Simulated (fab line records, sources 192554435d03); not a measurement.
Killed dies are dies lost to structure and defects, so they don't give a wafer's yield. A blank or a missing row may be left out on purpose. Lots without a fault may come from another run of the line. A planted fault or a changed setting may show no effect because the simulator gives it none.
fab line records | flow n5_finfet
record lots=9 wafers=26 last_day=19
route steps=1938 shown BEOL_M3@1019 BEOL_M4@1035 PASSIVATION@1936
lots that met no fault: from a run of the same line without faults
start_h: hours from the record's first day to the start of the lot's first wafer shown | wait_h: hours since the lot's step before | " the same as in the row above | L1.1+2: a row that stands for several wafers | - no value, or no start given | * or withheld: withheld | < > ~ a bound
route shown NAME@n: a module of which the file shows steps, and the number in the route of the first | usual: mean/standard deviation of fault-free wafers | same: alike in all rows | chamber/n: place in a boat | sites: the reading at each site | _std_site: their standard deviation | _edge_site: outer sites' mean less inner sites' | radius_mm: how far each site lies from the wafer's centre | mask NAME#n: copy n | behind: the tool/chamber that last shaped the wafer | hold: why the lot was held/for how many hours/how that ended | device: the transistor (n, p or np) that didn't switch | end of line: the same wafers' tests at the end of the route | a step without rows: its recipe alone | killed: dies lost to structure and defects at the first sort, not the wafer's yield | map: a wafer's dies, x killed, . not, _ none there
set.NAME: the setting as run; set.NAME@STEP: as run at that earlier step | model.NAME: the simulator's own value behind a step, which no gauge read
steps of the route over a sample of lots; a table a step, a row a wafer
services: from which hour (start_h, from the record's first day; less than 0 if before it) a tool's chamber was out of use, for how many hours, and why
## steps
# step N5_BEOL_M3_RS_MEAS_58
# recipe thk_meas_gauge=four-point-probe reads=Co_of_BEOL_M3_CO_CAP_55+Cu_of_BEOL_M3_ECD_50+Co_of_BEOL_M3_CVD_47+TaN_of_BEOL_M3_ALD_84
# usual M3_RS=0.67/0.032
# columns lot.wafer tool chamber start_h wait_h M3_RS[ohm/sq]
L586.2 film_metro-01 - 188.01 0.1 0.69
L586.4 " - " " 0.67
L586.5 " - " " 0.67
L585.2 film_metro-01 - 189.90 0.1 0.71
L585.5 " - " " 0.68
L585.6 " - " " 0.67
L587.2 film_metro-02 - 192.80 0.1 0.70
L587.4 " - " " 0.67
L587.6 " - " " 0.68
L590.1 film_metro-01 - 196.27 0.1 0.72
L590.4 " - " " 0.62
L590.5 " - " " 0.63
L598.4 film_metro-01 - 242.85 0.0 0.67
L598.6 " - " " 0.66
L604.3 film_metro-02 - 286.04 0.1 0.67
L604.4 " - " " 0.65
L604.6 " - " " 0.67
L605.1 film_metro-01 - 296.24 0.1 0.68
L605.2 " - " " 0.71
L605.5 " - " " 0.67
L606.1 film_metro-02 - 312.90 0.0 0.66
L606.4 " - " " 0.64
L606.5 " - " " 0.64
L608.3 film_metro-02 - 318.00 0.1 0.73
L608.4 " - " " 0.60
L608.5 " - " " 0.67
# step N5_BEOL_M4_OVL_MEAS_12
# recipe points_per_wafer=522
# usual M4_OVL=0.0/0.65
# columns lot.wafer tool chamber start_h wait_h M4_OVL[nm]
L586.2 overlay-01 0 189.25 0.0 0.9
L586.4 " 0 " " 0.4
L586.5 " 0 " " 0.2
L585.2 overlay-02 0 192.50 0.0 -0.2
L585.5 " 0 " " 0.4
L585.6 " 0 " " -0.2
L587.2 overlay-02 0 193.93 0.0 0.6
L587.4 " 0 " " 1.4
L587.6 " 0 " " 0.9
L590.1 overlay-02 0 198.01 0.0 -0.1
L590.4 " 0 " " 0.3
L590.5 " 0 " " 0.2
L598.4 overlay-01 0 244.17 0.0 -0.9
L598.6 " 0 " " 0.3
L604.3 overlay-02 0 287.92 0.0 -0.8
L604.4 " 0 " " 0.3
L604.6 " 0 " " -0.2
L605.1 overlay-01 0 297.17 0.0 0.5
L605.2 " 0 " " 0.6
L605.5 " 0 " " 0.4
L606.1 overlay-02 0 314.61 0.0 -0.8
L606.4 " 0 " " -0.7
L606.5 " 0 " " -1.0
L608.3 overlay-02 0 318.68 0.0 0.0
L608.4 " 0 " " 0.4
L608.5 " 0 " " -0.5
# step N5_BEOL_M4_ETCH_64
# recipe chemistry=N2/H2 target=SOC target_depth_a=750 overetch_a=225 mask_material=SiARC temp_c=40 time_s=121.9 ion_energy_ev=200 pressure_mtorr=30 source_w=840 bias_w=150 n2_flow_sccm=200 h2_flow_sccm=200
# usual drypump_motor_current_A=5.8/0.38 oes_product_au=0.56/0.049 rf_vpp_V=524.0/2.7 showerhead_plenum_p_Torr=2.55/0.098 throttle_valve_pct=17.9/0.32
# columns lot.wafer tool chamber start_h wait_h drypump_motor_current_A oes_product_au rf_hours_counter_h rf_vpp_V showerhead_plenum_p_Torr throttle_valve_pct
L586.2 rie_diel-05 2 189.46 0.0 5.5 0.56 202 525.6 2.64 17.8
L586.4 " 0 " " 5.6 0.54 211 524.5 2.54 18.3
L586.5 " 2 " " 5.6 0.55 - 526.0 2.64 17.8
L585.2 rie_diel-05 2 192.66 0.0 5.5 0.55 204 524.6 2.64 17.8
L585.5 " 1 " " 6.5 0.51 - 520.6 2.39 18.0
L585.6 " 2 " " 5.5 0.55 - 525.8 2.64 17.8
L587.2 rie_diel-04 3 194.16 0.0 5.8 0.53 218 526.3 2.64 18.3
L587.4 " 2 " " 6.1 0.56 196 520.4 2.43 17.9
L587.6 " 1 " " 5.3 0.54 - 526.7 2.63 18.2
L590.1 rie_diel-04 3 198.18 0.0 5.7 0.53 219 524.2 2.64 18.3
L590.4 " 0 " " 5.6 0.60 90 521.2 2.44 17.3
L590.5 " 0 " " 5.6 0.61 - 520.8 2.44 17.3
L598.4 rie_diel-04 2 244.48 0.0 6.1 0.55 212 520.3 2.43 17.9
L598.6 " 0 " " 5.6 0.59 - 521.7 2.44 17.3
L604.3 rie_diel-05 3 288.08 0.0 6.1 0.55 204 523.4 2.51 17.9
L604.4 " 1 " " 6.5 0.70 11 529.1 2.69 17.7
L604.6 " 3 " " 6.1 0.55 - 521.8 2.51 17.9
L605.1 rie_diel-02 1 297.35 0.0 5.8 0.53 244 526.3 2.62 18.1
L605.2 " 0 " " 5.8 0.68 26 527.2 2.69 17.4
L605.5 " 0 " " 5.8 0.67 - 529.5 2.69 17.4
L606.1 rie_diel-02 2 314.78 0.0 6.4 0.59 118 526.8 2.68 17.8
L606.4 " 2 " " 6.3 0.59 - 528.3 2.68 17.8
L606.5 " 3 " " 4.9 0.74 - 523.8 2.51 17.5
L608.3 rie_diel-05 1 318.84 0.0 6.5 0.68 22 528.4 2.69 17.7
L608.4 " 3 " " 6.1 0.54 - 523.8 2.51 17.9
L608.5 " 1 " " 6.5 0.68 - 527.1 2.69 17.7
# step N5_BEOL_M4_STRIP_66
# recipe chemistry=CF4 resist=SiARC power_w=300 bias_power_w=75 pressure_mtorr=50 cf4_flow_sccm=150 rf_frequency_hz=6e+07
# usual drypump_motor_current_A=5.8/0.37 oes_product_au=0.73/0.063 rf_vpp_V=271.3/1.7 showerhead_plenum_p_Torr=1.80/0.064 throttle_valve_pct=13.71/0.29
# columns lot.wafer tool chamber start_h wait_h drypump_motor_current_A oes_product_au rf_hours_counter_h rf_vpp_V showerhead_plenum_p_Torr throttle_valve_pct
L586.2 rie_diel-05 2 189.60 0.0 5.5 0.72 202 273.0 1.85 13.53
L586.4 " 0 " " 5.6 0.71 211 269.9 1.78 13.99
L586.5 " 2 " " 5.5 0.71 - 271.7 1.85 13.55
L585.2 rie_diel-05 2 192.80 0.0 5.5 0.72 204 271.5 1.85 13.54
L585.5 " 1 " " 6.5 0.68 - 269.0 1.70 13.84
L585.6 " 2 " " 5.5 0.72 - 272.2 1.85 13.54
L587.2 rie_diel-04 3 194.29 0.0 5.7 0.69 218 271.5 1.84 14.03
L587.4 " 2 " " 6.0 0.73 196 268.7 1.70 13.46
L587.6 " 1 " " 5.3 0.71 - 274.0 1.86 14.04
L590.1 rie_diel-04 3 198.32 0.0 5.7 0.70 219 272.6 1.84 14.05
L590.4 " 0 " " 5.6 0.78 90 271.2 1.76 13.35
L590.5 " 0 " " 5.6 0.78 - 270.6 1.76 13.35
L598.4 rie_diel-04 2 244.61 0.0 6.0 0.71 212 267.9 1.70 13.50
L598.6 " 0 " " 5.6 0.76 - 269.1 1.75 13.38
L604.3 rie_diel-05 3 288.21 0.0 6.1 0.72 204 271.0 1.78 13.83
L604.4 " 1 " " 6.5 0.91 11 273.0 1.90 13.35
L604.6 " 3 " " 6.1 0.71 - 269.2 1.78 13.82
L605.1 rie_diel-02 1 297.48 0.0 5.8 0.69 244 271.6 1.83 13.92
L605.2 " 0 " " 5.8 0.88 26 272.4 1.90 13.14
L605.5 " 0 " " 5.8 0.88 - 273.3 1.90 13.15
L606.1 rie_diel-02 2 314.92 0.0 6.4 0.77 118 273.0 1.88 13.61
L606.4 " 2 " " 6.4 0.76 - 273.3 1.88 13.58
L606.5 " 3 " " 4.9 0.95 - 270.5 1.77 13.26
L608.3 rie_diel-05 1 318.97 0.0 6.4 0.88 22 272.8 1.89 13.36
L608.4 " 3 " " 6.1 0.71 - 272.0 1.78 13.84
L608.5 " 1 " " 6.5 0.89 - 272.9 1.89 13.35
# step N5_BEOL_M4_CD_MEAS_18
# recipe pitch_nm=36 target_cd_nm=18
# usual cd_nm=18.01/0.28
# columns lot.wafer tool chamber start_h wait_h cd_nm
L586.2 cd_sem-03 - 189.82 0.1 18.21
L586.4 " - " " 18.55
L586.5 " - " " 18.18
L585.2 cd_sem-03 - 193.09 0.1 17.87
L585.5 " - " " 17.90
L585.6 " - " " 18.05
L587.2 cd_sem-03 - 194.52 0.1 17.84
L587.4 " - " " 17.81
L587.6 " - " " 17.96
L590.1 cd_sem-03 - 198.54 0.1 17.97
L590.4 " - " " 18.09
L590.5 " - " " 18.48
L598.4 cd_sem-01 - 244.84 0.1 18.78
L598.6 " - " " 19.06
L604.3 cd_sem-02 - 288.43 0.1 17.95
L604.4 " - " " 18.00
L604.6 " - " " 18.30
L605.1 cd_sem-01 - 297.71 0.1 18.06
L605.2 " - " " 18.50
L605.5 " - " " 18.05
L606.1 cd_sem-02 - 315.14 0.0 17.87
L606.4 " - " " 18.08
L606.5 " - " " 18.05
L608.3 cd_sem-01 - 319.20 0.1 18.37
L608.4 " - " " 18.28
L608.5 " - " " 18.43
# step N5_BEOL_M4_RC_MEAS_101
# usual DIBL_N=36.6/1.9 DIBL_P=36.7/2.2 IOFF_N=0.16/0.035 IOFF_P=0.22/0.038 ION_N=672/14 ION_P=462/8.3 SS_N=71.6/0.65 SS_P=73.5/0.72 VT_N=250/3.5 VT_P=-250/3.1
# columns lot.wafer tool chamber start_h wait_h DIBL_N[mV/V] DIBL_P[mV/V] IOFF_N[nA/um] IOFF_P[nA/um] ION_N[uA/um] ION_P[uA/um] SS_N[mV/dec] SS_P[mV/dec] VT_N[mV] VT_P[mV]
L586.2 prober-02 0 202.64 0.2 37.8 36.2 0.15 0.21 666 459 71.6 72.7 250 -249
L586.4 " 0 " " 42.0 40.1 0.27 0.27 682 458 73.9 74.7 245 -249
L586.5 " 0 " " 34.8 33.9 0.13 0.18 680 468 71.1 72.6 252 -251
L585.2 prober-01 0 203.17 0.2 39.2 40.5 0.22 0.34 686 483 71.1 74.5 243 -239
L585.5 " 0 " " 37.5 39.0 0.17 0.29 677 471 71.0 73.9 247 -244
L585.6 " 0 " " 33.2 32.6 0.10 0.18 646 455 69.9 72.5 255 -252
L587.2 prober-02 0 218.38 0.2 37.3 37.3 0.16 0.25 690 480 71.2 73.6 248 -247
L587.4 " 0 " " 33.2 32.7 0.11 0.18 685 474 70.0 72.5 253 -250
L587.6 " 0 " " 34.2 34.5 0.13 0.20 676 477 70.5 72.5 251 -249
L590.1 prober-02 0 222.91 0.0 35.6 35.6 0.12 0.20 653 462 71.6 72.9 255 -250
L590.4 " 0 " " 37.4 37.6 0.16 0.22 651 448 72.3 73.5 252 -251
L590.5 " 0 " " 34.8 36.4 0.13 0.21 661 462 70.8 73.2 253 -248
L598.4 prober-01 0 272.38 0.5 35.5 35.2 0.13 0.18 650 451 71.8 73.1 252 -251
L598.6 " 0 " " 35.3 34.6 0.14 0.18 665 452 71.5 73.1 253 -251
L604.3 prober-02 0 297.27 0.3 40.8 42.0 0.26 0.32 692 467 72.9 74.4 245 -245
L604.4 " 0 " " 35.1 35.6 0.14 0.21 663 457 71.1 73.1 251 -249
L604.6 " 0 " " 36.6 36.8 0.16 0.21 676 462 71.7 73.4 250 -251
L605.1 prober-01 0 319.10 0.0 37.4 38.4 0.16 0.22 678 468 71.0 74.4 251 -249
L605.2 " 0 " " 37.4 38.9 0.17 0.25 667 455 71.4 73.9 253 -247
L605.5 " 0 " " 38.9 38.7 0.18 0.24 654 452 72.4 74.9 254 -249
L606.1 prober-02 0 326.31 0.0 38.1 37.1 0.19 0.25 669 458 71.4 73.8 249 -248
L606.4 " 0 " " 35.2 34.2 0.14 0.19 680 466 71.2 72.6 251 -250
L606.5 " 0 " " 35.7 34.4 0.14 0.21 678 474 71.6 73.6 249 -248
L608.3 prober-01 0 328.16 0.3 37.0 38.4 0.17 0.22 674 467 71.4 73.3 251 -250
L608.4 " 0 " " 36.8 38.0 0.17 0.24 676 459 72.2 74.1 248 -248
L608.5 " 0 " " 38.7 39.6 0.20 0.26 694 470 72.2 73.6 249 -248
# step N5_PASSIVATION_PROBE_49
# usual defect_limited_yield=91.6/1.4 killed_at_M0_to_M3=35/10 killed_at_M4_up=13/4.8 killed_at_contacts=12/7.2 killed_at_front_end=36/12 killed_at_other=4/3.1 killed_dies=100/17 killed_open=66/13 killed_short=32/7.3 sort_bin_4_leakage=0.00/0.0099 sort_bin_5_function=5.0/0.94 sort_bin_6_memory=3.1/0.67 sort_bin_8_speed=0.01/0.047 sort_n_pass=1080/17 sort_yield_pct=91.6/1.4
# same gross_dies=1180 killed_at_back_side=0
# columns lot.wafer tool chamber start_h wait_h defect_limited_yield[%] killed_at_M0_to_M3 killed_at_M4_up killed_at_contacts killed_at_front_end killed_at_other killed_dies killed_open killed_short sort_bin_4_leakage[%] sort_bin_5_function[%] sort_bin_6_memory[%] sort_bin_8_speed[%] sort_n_pass sort_yield_pct[%]
L598.4 prober-01 - 389.16 0.2 92.3 26 11 15 32 7 91 55 36 0 4.1 3.0 0 1089 92.3
L598.6 prober-01 - 389.26 0.3 91.7 30 15 7 41 5 98 66 32 0 5.5 2.6 0 1082 91.7
# killed by level:class
L598.4 MOL_CONTACT_COAG:geometric_particle:open=12 BEOL_M0_SAQP:geometric_particle:short=9 FIN_SAQP:geometric_particle:short=7 GATE_CUT:geometric_particle:open=7 BEOL_M1:geometric_particle:open=6 FIN_SAQP:geometric_particle:open=4 BEOL_M0_SAQP:geometric_particle:open=4 STI_FIN_REVEAL:geometric_particle:open=3
L598.6 FIN_SAQP:geometric_particle:open=10 BEOL_M0:geometric_particle:open=8 BEOL_M1:geometric_particle:open=7 MOL_CONTACT_COAG:geometric_particle:open=6 FIN_SAQP:geometric_particle:short=5 GATE_CUT:geometric_particle:open=5 STI_FIN_REVEAL:geometric_particle:open=4 DUMMY_GATE:geometric_particle:open=4
## services
# columns tool chamber start_h hours kind
rie_diel-02 0 205.33 - clean
rie_diel-05 1 232.24 - clean
rie_diel-05 1 232.24 - consumable_replace:focus_ring
rie_diel-05 1 232.24 - consumable_replace:showerhead
rie_diel-05 1 232.24 23.2 scheduled_down
rie_diel-05 1 232.24 23.2 vent_cycle
rie_diel-02 1 236.01 1.8 repair
rie_diel-04 - 241.54 0.5 repair
rie_diel-02 - 268.92 2.8 pm
rie_diel-04 3 284.47 - clean
rie_diel-04 3 284.47 - consumable_replace:focus_ring
rie_diel-04 3 284.47 19.3 scheduled_down
rie_diel-04 3 284.47 19.3 vent_cycle
rie_diel-05 2 293.30 10.5 repair
rie_diel-05 - 300.33 0.8 repair
rie_diel-04 1 303.82 - clean
rie_diel-04 1 303.82 - consumable_replace:focus_ring
rie_diel-04 1 303.82 10.0 scheduled_down
rie_diel-04 1 303.82 10.0 vent_cycle
rie_diel-02 0 304.01 13.7 repair
rie_diel-05 0 304.85 - clean
rie_diel-05 0 304.85 - consumable_replace:focus_ring
rie_diel-05 0 304.85 18.9 scheduled_down
rie_diel-05 0 304.85 18.9 vent_cycle
## key
first_sign step=N5_BEOL_M4_CD_MEAS_18 reading=cd_nm direction=up sigmas=3.2 usual=18.01 struck=18.92
effect none on later readings
met_at N5_BEOL_M4_ETCH_64
struck_lots L598
struck_wafers L598.4,L598.6
not_acting_at N5_BEOL_M3_RS_MEAS_58,N5_BEOL_M4_OVL_MEAS_12,N5_BEOL_M4_STRIP_66
onset_between 198.18 244.48
fault kind=process_parameter_drift tool=rie_diel-04 chamber=- onset_h=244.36 steps=N5_BEOL_M4_ETCH_64 channel=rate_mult offset=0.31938 shape=step end_h=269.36 scope=struck_wafers_only
